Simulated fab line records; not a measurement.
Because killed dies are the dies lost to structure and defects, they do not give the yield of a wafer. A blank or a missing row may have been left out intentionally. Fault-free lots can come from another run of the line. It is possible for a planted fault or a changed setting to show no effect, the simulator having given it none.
Struck lot and sound lot, side by side | flow n5-finfet | 27 out of 1938 route steps
Sound: these wafers, L406.4, L406.5, L406.6. The struck wafers were L423.2, L423.4, L423.6. The cause is named last.
Order at every step that has rows: each side's tool, ch and its chambers, its first start. Under that, the readings that differ: sound wafers | struck wafers | difference of the means | sigmas: that difference in standard deviations of wafers without a fault.
alike: a reading whose means differ by less than 2 such deviations, as well as words and numbers matching on both sides. not compared: withheld readings; readings where some wafer has no value; bounds like >300 that might hide an equal value; numbers whose values overlap and for which the record gives no deviation.
The two part at a step that has a row with sigmas, a row that says differs or no value, or rows on one side only. Numbers that have no deviation but don't overlap get no sigmas and don't part them. A reading that every wafer of one side lacks parts them only if that side has two wafers or more.

N5_STI_FIN_REVEAL_THK_MEAS_05:
  struck on film-metro-02, day 6 16:02; sound on film-metro-01, day 2 09:59
  alike: thk-nm
N5_STI_FIN_REVEAL_DENSIFY_30:
  sound on rtp-anneal-02 ch 0, day 2 10:13; struck on rtp-anneal-01 ch 0, day 6 16:05
  alike: lamp-power-pct
  not compared: wafer_temp_C_max
then, 1 step without rows for these wafers: N5_STI_FIN_REVEAL_ETCHBACK_08 (etches SiO2 in C4F6/O2, target depth 30.5 nm, time 10.167 s).
N5_STI_FIN_REVEAL_STRIP_24: strips in N2/H2, time 90 s.
  sound on rie-diel-03 ch 0,3, day 2 10:23; struck on rie-diel-04 ch 0,1,2, day 6 16:25
  reading                         | sound          | struck         | difference | sigmas
  showerhead-plenum-p-Torr (Torr) | 3.48 3.48 3.50 | 3.34 3.21 3.19 | -0.24      | -2
  alike: bias-power-w, drypump-motor-current-A, oes-product-au, rf-vpp-V, throttle-valve-pct
  not compared: rf-hours-counter-h
then, 4 steps without rows for these wafers: N5_STI_FIN_REVEAL_PRECLEAN_25 (cleans in SPM, time 90 s); N5_STI_FIN_REVEAL_PRECLEAN_26 (cleans in SC1, time 45 s); N5_STI_FIN_REVEAL_PRECLEAN_29 (cleans in DHF, time 30 s); N5_STI_FIN_REVEAL_SRD_12 (time 30 s).
N5_STI_FIN_REVEAL_RECESS_09: chemistry HF/NH3, target SiO2, afs cycles 11, target depth 42.5 nm, sublimation time 60 s.
  sound on vapor-etch-02 ch 0,1, day 2 11:08; struck on vapor-etch-02 ch 0,1, day 6 16:38
  alike: drypump-motor-current-A
then, 2 steps without rows for these wafers: N5_STI_FIN_REVEAL_STRIP_16 (strips SiNx in H3PO4, target depth 23.8 nm); N5_STI_FIN_REVEAL_PRECLEAN_17 (cleans in NF3:NH3, afs cycles 1, time 20 s, sublimation time 60 s).
N5_STI_FIN_REVEAL_ETCH_34: etches Si in H2, material Si, target depth 0.97 nm.
  sound on rie-si-06 ch 2,3, day 2 12:41; struck on rie-si-02 ch 0,2,3, day 6 18:44
  alike: drypump-motor-current-A, oes-product-au, rf-fwd-power-W, throttle-valve-pct
  not compared: rf-hours-counter-h
N5_STI_FIN_REVEAL_OXIDATION_31: chemistry O2 PLASMA REMOTE, time 20 s.
  sound on plasma-asher-01 ch 0,1, day 2 12:46; struck on plasma-asher-01 ch 1, day 6 18:47
  alike: drypump-motor-current-A, heater-power-w, rf-fwd-power-W
  not compared: rf-hours-counter-h
then, 3 steps without rows for these wafers: N5_STI_FIN_REVEAL_PRECLEAN_32 (cleans in NF3:NH3, afs cycles 1, time 20 s, sublimation time 60 s); N5_STI_FIN_REVEAL_STRIP_35 (strips Si3N4 in H3PO4, target depth 4 nm, time 39 s); N5_STI_FIN_REVEAL_SRD_21 (time 30 s).
N5_STI_FIN_REVEAL_OXIDATION_33: chemistry O2 PLASMA REMOTE, time 20 s.
  sound on plasma-asher-02 ch 0,1, day 2 13:07; struck on plasma-asher-01 ch 0,1, day 6 19:08
  alike: drypump-motor-current-A, heater-power-w, rf-fwd-power-W
  not compared: rf-hours-counter-h
then, 2 steps without rows for these wafers: N5_STI_FIN_REVEAL_CLEAN_19 (cleans in O3/DIW, time 120 s); N5_STI_FIN_REVEAL_SRD_23 (time 30 s).
N5_STI_FIN_REVEAL_CD_MEAS_22: target cd 6.238 nm, pitch 28 nm.
  struck on cd-sem-01, day 6 19:19; sound on cd-sem-02, day 2 13:16
  alike: cd-nm
N5_STI_FIN_REVEAL_FIN_H_MEAS_10:
  struck on ocd-01, day 6 19:20; sound on ocd-01, day 2 13:18
  alike: trench-depth-nm
then, 2 steps without rows for these wafers: N5_STI_FIN_REVEAL_PRECLEAN_18 (cleans in SC2, time 45 s); N5_STI_FIN_REVEAL_SRD_28 (time 30 s).
N5_STI_FIN_REVEAL_INSPECT_13: inspects for defects (darkfield).
  struck on defect-inspect-02, day 6 19:26; sound on defect-inspect-01, day 2 13:23
  reading          | sound  | struck         | difference | sigmas
  raw-defect-count | 8 7 11 | 1368 1263 1362 | +1322      | +99 or more
then, 1 step without rows for these wafers: N5_DUMMY_GATE_PRECLEAN_00 (cleans in O3/DIW, time 60 s).
-- here the record skips 6 days between the struck wafers' starts before and after, leaving off in module DUMMY_GATE and picking up in module BEOL_M4 (first step shown: number 1111 of the route) --
N5_BEOL_M4_RC_MEAS_101:
  sound on prober-02 ch 0, day 7 21:56; struck on prober-02 ch 0, day 12 12:47
  alike: DIBL_N, DIBL_P, IOFF_N, IOFF_P, ION_N, ION_P, SS_N, SS_P, VT_N, VT_P
-- record jumps: 5 days separate the struck wafers' starts on either side; left off in module BEOL_M4, taken up again in module PASSIVATION, whose first shown step is the route's number 1936 --
N5_PASSIVATION_PROBE_49:
  record: rows for the struck wafers here (prober-01, day 17 08:01), none for the sound ones

WHERE THEY PART
First at N5_STI_FIN_REVEAL_STRIP_24; last, within this record, at N5_PASSIVATION_PROBE_49.

WHY: what the simulator had put in
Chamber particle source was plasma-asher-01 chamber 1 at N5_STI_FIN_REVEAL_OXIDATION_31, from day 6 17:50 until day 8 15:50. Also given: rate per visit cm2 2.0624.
